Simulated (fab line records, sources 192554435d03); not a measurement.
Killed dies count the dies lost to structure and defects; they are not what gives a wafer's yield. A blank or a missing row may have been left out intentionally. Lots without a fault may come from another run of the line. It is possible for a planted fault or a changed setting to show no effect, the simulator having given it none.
Split-lot study | flow n5Finfet | 7 lots, 21 wafers read, on a route of 1938 steps

== ABOUT THE SPLIT ==
At N5_BEOL_M10_ILD_DEP_00 (deposits SiCOH lowk from DEMS/porogen, target thk 308.51 nm, time 58 s), the setting timeS was moved away from the recipe's 58 s on 9 of the 21 wafers read, by -9.1% to +10.9%. All remaining wafers had this setting at the recipe value.

== BETWEEN THE SPLIT AND THE READING: the file shows 1 step in between ==
- N5_BEOL_M10_CURE_71: cures SiCOH lowk, time 240 s

== THE READING ==
M10_ILD_THK at N5_BEOL_M10_THK_MEAS_01, in nm. On this fab line, fault-free wafers typically give 268.1 nm with a standard deviation of 2.6 nm.

wafer  | tool, chamber at the split | timeS as run, s | against the recipe | M10_ILD_THK, nm | against lot-mates on the recipe
L074.1 | pecvd-01, 0                | 58              | recipe             | 265.6           | -
L074.2 | pecvd-01, 1                | 63.27           | +9.1%              | 291.6           | +26.0
L074.5 | pecvd-01, 0                | 63.27           | +9.1%              | 294.2           | +28.6
L079.1 | pecvd-01, 0                | 58              | recipe             | 267.0           | -
L079.2 | pecvd-01, 1                | 63.16           | +8.9%              | 288.9           | +21.9
L079.5 | pecvd-01, 0                | 63.16           | +8.9%              | 295.4           | +28.4
L081.2 | pecvd-01, 0                | 55.18           | -4.9%              | 249.7           | -19.2
L081.4 | pecvd-01, 1                | 58              | recipe             | 268.9           | -
L081.5 | pecvd-01, 0                | 55.18           | -4.9%              | 256.7           | -12.2
L083.4 | pecvd-02, 0                | 64.3            | +10.9%             | 299.1           | +30.2
L083.5 | pecvd-02, 2                | 58              | recipe             | 269.5           | -
L083.6 | pecvd-02, 1                | 58              | recipe             | 268.2           | -
L095.1 | pecvd-02, 0                | 58              | recipe             | 264.1           | -
L095.2 | pecvd-02, 2                | 58              | recipe             | 265.7           | -
L095.6 | pecvd-02, 2                | 58              | recipe             | 268.2           | -
L094.2 | pecvd-02, 1                | 52.7            | -9.1%              | 239.6           | -27.5
L094.3 | pecvd-02, 0                | 58              | recipe             | 263.5           | -
L094.4 | pecvd-02, 2                | 58              | recipe             | 270.8           | -
L092.1 | pecvd-01, 2                | 53.24           | -8.2%              | 244.3           | -27.9
L092.4 | pecvd-01, 0                | 58              | recipe             | 273.3           | -
L092.6 | pecvd-01, 1                | 58              | recipe             | 271.1           | -

THE FIT
A straight line over all 21 wafers: M10_ILD_THK changes by +2.86 nm for each +1% of timeS; r = +0.99; the points scatter about the line by 2.8 nm.
The same after taking each lot's own level away (the mean of its wafers on the recipe; 21 wafers): +3 nm for each +1%; r = +0.99; scatter 2.4 nm.
The reading moves by 33 nm for the largest change in timeS, on that fit.
Across the lots, their own levels run from 265.60 to 272.20 nm, a range of 2.5 times the standard deviation given above.
So the lot-to-lot level changes the slope little: the two slopes agree.
Check: +32.5 nm against its lot-mates is what the line predicts for one of the wafers moved furthest among these (+10.9%) when that wafer is left out of the fit. Against them it came out at +30.2 nm.

== FURTHER SPLITS ON THESE WAFERS ==
Before the reading, these wafers also passed through other splits. Each is held against what the fit with the lots' levels taken away leaves over:
other split on the same wafers | wafers away from the commonest value | r with M10_ILD_THK (lot level and that fit taken away)
N5_BEOL_M9_COAT_05 spinRpm     | 4                                    | +0.03

== THE WHOLE CHAIN: every reading that the file lists as answering this split, in the file's order ==
step                    | what it does                                                           | reading                                                                                  | change (the file's fit)              | r (the file's)
N5_BEOL_M10_ILD_DEP_00  | deposits SiCOH lowk from DEMS/porogen, target thk 308.51 nm, time 58 s | SiCOH_lowk_of_BEOL_M10_ILD_DEP_00.thkNm (the simulator's own value, which no gauge read) | +3.37 nm for each +1% of the setting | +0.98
N5_BEOL_M10_CURE_71     | cures SiCOH lowk, time 240 s                                           | SiCOH_lowk_of_BEOL_M10_ILD_DEP_00.thkNm (the simulator's own value, which no gauge read) | +2.98 nm for each +1% of the setting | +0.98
N5_BEOL_M10_THK_MEAS_01 |                                                                        | M10_ILD_THK                                                                              | +2.99 for each +1% of the setting    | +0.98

== THE FILE'S OWN FIT ==
M10_ILD_THK changes by +2.99 nm for each +1% of timeS, r = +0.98.
